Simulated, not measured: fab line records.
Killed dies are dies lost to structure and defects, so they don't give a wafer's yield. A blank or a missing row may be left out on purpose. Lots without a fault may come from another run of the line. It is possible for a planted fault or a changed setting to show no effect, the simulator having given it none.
The tool behind it: which one? | flow n5_finfet | 10 lots (30 wafers sampled), 1 step of a 1938-step route

== WHAT THE GAUGES SHOWED, per wafer ==
N5_BEOL_M3_OVL_MEAS_29.
lot  | measured     | on         | V2_OVL (nm)
L253 | day 7 04:17  | overlay-02 | 0.6 -0.2 -0.4
L252 | day 7 12:31  | overlay-02 | 1.9 0.0 1.2
L254 | day 7 21:42  | overlay-01 | 0.1 -0.7 0.6
L256 | day 8 15:38  | overlay-02 | -0.7 -0.5 -0.6
L259 | day 9 13:58  | overlay-01 | 1.7 1.2 -0.4
L263 | day 10 13:10 | overlay-02 | 0.1 0.8 0.1
L265 | day 11 09:22 | overlay-02 | -0.2 -0.6 -0.5
L269 | day 11 18:22 | overlay-02 | -0.5 0.5 -0.6
L271 | day 12 10:52 | overlay-01 | 1.3 1.1 0.9
L273 | day 13 11:42 | overlay-02 | 2.0 0.6 1.2

== WHAT TOOL EACH LOT RAN ON (gives the tool, then ch and the chambers of the sampled wafers, and finally the start) ==
Record: no process step prior to these readings.

== THE ANSWER, worked out from the rows above alone ==
Rule: what is usual is taken from the lots themselves. Put in order of their means at a reading, lots are off if they are a third of the lots or fewer, leave a main group of 4 or more, and stand apart from it by a gap of 3 or more times the standard deviation of the main group's means; of several such gaps the widest counts. A main group is skipped when, at the precision printed for the reading in the tables above, its means are all equal. A lot without any number at a reading at which 4 lots or more have one is off too. All remaining lots with rows at the step are treated as sound.
None of the lots is off at any reading shown; this tells nothing.

== WHAT THE SIMULATOR PUT IN ==
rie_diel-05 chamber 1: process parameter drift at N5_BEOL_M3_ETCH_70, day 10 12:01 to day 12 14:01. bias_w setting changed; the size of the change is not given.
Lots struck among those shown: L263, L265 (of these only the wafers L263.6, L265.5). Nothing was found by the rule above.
